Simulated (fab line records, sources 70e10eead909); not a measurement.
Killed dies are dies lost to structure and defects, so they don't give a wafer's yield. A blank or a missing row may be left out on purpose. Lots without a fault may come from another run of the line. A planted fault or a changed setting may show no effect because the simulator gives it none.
Problem report in the 8D (eight disciplines) form, filled by code | flow nand_harc | the parts of the form that need people (team, actions taken, sign-off) are left out

1. THE PROBLEM
raw_defect_count at NHARC_A_ZERO_WELL_INSPECT_17 reads a mean of 1382 on 1 wafer of 1 lot; wafers without a fault read 13 with a standard deviation of 6.9. That is +99 or more standard deviations from the usual mean.
First seen on wafer L367.2, day 13 17:16, on defect_inspect-02. The record holds 39 wafers of 13 lots with a number at this step. Rule for "out", or "out of limits": more than 4 standard deviations from the usual mean. The other wafers with a number count as sound.

2. WHAT IT IS AND WHAT IT IS NOT
question                    | is                | is not
which readings at this step | raw_defect_count  | -
which lots                  | L367              | L352, L353, L354, L355, L357, L358, L359, L361, L369, L371, L372, L373
which wafers of those lots  | L367.2            | L367.3, L367.5
read on which gauges        | defect_inspect-02 | defect_inspect-01
when                        | from day 13 17:16 | up to then (26 sound wafers); but 12 sound wafers of L369, L371, L372, L373 came after

3. SUSPECTS, AND WHAT RULES EACH OUT
Counting: a tool at a process step up to the reading stays a suspect if it ran every lot that is out. Sound lots after the first of them don't rule it out here, since some wafers of a struck lot are sound.
- the gauge at NHARC_A_ZERO_WELL_INSPECT_17: kept. All the wafers that are out were read on defect_inspect-02, and no step on other tools shows them out.
- rie_diel-02 at NHARC_P_BONDPAD_STRIP_15 (strips in O2): kept. It ran the lot that is out, L367 (day 13 12:29); its last sound lot up to then is L361 (day 11 04:18).
- pvd_sputter-02 at NHARC_P_BONDPAD_PRE_CLEAN_26 (time 30 s): kept. It ran the lot that is out, L367 (day 13 16:19); its last sound lot up to then is L355 (day 9 01:13). NHARC_P_BONDPAD_PRE_CLEAN_26 gives no start for some lots, so the hours and the order of its lots are those of NHARC_A_ZERO_WELL_STRIP_14.
- wet_bench-09 at NHARC_A_ZERO_WELL_STRIP_14 (strips in SPM, time 900 s): kept. It ran the lot that is out, L367 (day 13 16:19); its last sound lot up to then is L359 (day 10 15:59).
- Within rie_diel-02 at NHARC_P_BONDPAD_STRIP_15: the wafers that are out ran in chamber 0; their sound lot-mates ran in chambers 1, 3.
Left after counting: rie_diel-02 at NHARC_P_BONDPAD_STRIP_15, pvd_sputter-02 at NHARC_P_BONDPAD_PRE_CLEAN_26, wet_bench-09 at NHARC_A_ZERO_WELL_STRIP_14, defect_inspect-02 at NHARC_A_ZERO_WELL_INSPECT_17.

4. THE CAUSE (what the simulator had put in)
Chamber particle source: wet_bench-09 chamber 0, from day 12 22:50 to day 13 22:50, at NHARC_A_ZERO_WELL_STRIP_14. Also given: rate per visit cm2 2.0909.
Counting left 4 suspects, and this tool is among them.

5. THE CHAIN OF EFFECTS, in route order
Each row: a reading whose mean over the struck wafers that have a number lies more than 3 standard deviations from the usual. Only readings for which the record gives a usual standard deviation are gone through. hours: the time from each lot's start at the first step in this table that gives one to its start at this step, as a median over the lots. sigmas: the change in usual standard deviations.
hours | step                         | reading          | usual | on struck wafers | change | sigmas
0     | NHARC_A_ZERO_WELL_INSPECT_17 | raw_defect_count | 13    | 1382             | +1369  | +99 or more
Later measuring or inspecting steps at which every struck wafer that the step has a row for has a number for every such reading, and none has moved that far: NHARC_END_SORT_01.

6. WHAT WOULD HAVE CAUGHT IT SOONER
In this record the first reading out of limits at a measuring or inspecting step was taken at day 13 17:16, 18 hours after the fault began at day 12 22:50.
All the lots that are out (1) had begun NHARC_A_ZERO_WELL_STRIP_14 on wet_bench-09 by day 13 17:16. A hold on the tool at that time would have spared none of them.
